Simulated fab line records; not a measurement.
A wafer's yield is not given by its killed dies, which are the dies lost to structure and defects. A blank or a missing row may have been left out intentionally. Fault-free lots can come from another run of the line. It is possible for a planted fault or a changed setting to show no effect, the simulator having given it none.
Matching of chambers | flow nandHarc | cmp-01 running NHARC_THIN_TSV_CMP_01: 4 sister chambers
The step polishes. 8 wafers are shown with their chamber, then 12 later ones without.

== WAFERS PAIRED WITH THEIR CHAMBERS ==
wafer  | chamber | motorCurrentA (A) | edgeZonePressureFrac
L085.2 | 1       | 11.5              | 1.000
L084.3 | 1       | 11.6              | 0.999
L088.3 | 3       | 11.0              | 0.998
L088.4 | 2       | 11.8              | 0.999
L088.6 | 0       | 13.5              | 0.993
L090.3 | 3       | 11.6              | 0.996
L090.4 | 0       | 12.5              | 1.007
L090.5 | 2       | 12.0              | 1.010

== WAFERS WITH NO CHAMBER GIVEN ==
wafer  | motorCurrentA (A) | edgeZonePressureFrac
L093.1 | 11.7              | 0.997
L093.5 | 12.5              | 1.004
L093.6 | 11.9              | 0.997
L096.1 | 12.3              | 0.999
L096.2 | 11.0              | 1.002
L096.4 | 12.2              | 1.002
L094.1 | 10.7              | 1.001
L094.4 | 11.5              | 0.994
L094.6 | 11.2              | 0.988
L097.1 | 10.9              | 0.992
L097.4 | 12.4              | 0.993
L097.6 | 11.3              | 0.998

== THE CHAMBER EACH PASSED THROUGH ==
wafer  | from the rows above               | in truth
L093.1 | can't be placed: 1 or 3 or 2      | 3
L093.5 | can't be placed: 0 or 2 or 1 or 3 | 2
L093.6 | can't be placed: 1 or 2 or 3 or 0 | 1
L096.1 | can't be placed: 2 or 0 or 1 or 3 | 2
L096.2 | can't be placed: 3 or 1 or 2      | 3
L096.4 | can't be placed: 2 or 1 or 0 or 3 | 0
L094.1 | can't be placed: 3 or 1 or 2      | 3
L094.4 | can't be placed: 3 or 1 or 2      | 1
L094.6 | can't be placed: 3 or 1 or 2      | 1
L097.1 | can't be placed: 3 or 1 or 2      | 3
L097.4 | can't be placed: 0 or 2 or 1 or 3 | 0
L097.6 | can't be placed: 3 or 1 or 2      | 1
0 of 12 placed correctly. From these rows, 12 cannot be placed; in 12 the true chamber is one of the candidates. 0 placed wrongly.
How it was worked out, from the rows above alone: a wafer's distance from a chamber is the root of the sum, over the readings, of the square of ((its reading less the chamber's mean) divided by the reading's scatter). The wafer belongs to the nearest chamber; if the next one is less than 2 further off, it can't be placed. For every chamber, the mean is computed from those of its wafers that are shown. The scatter: take each reading less its chamber's mean, square it, sum over the shown wafers, divide by the number of wafers less the number of chambers, and take the root.
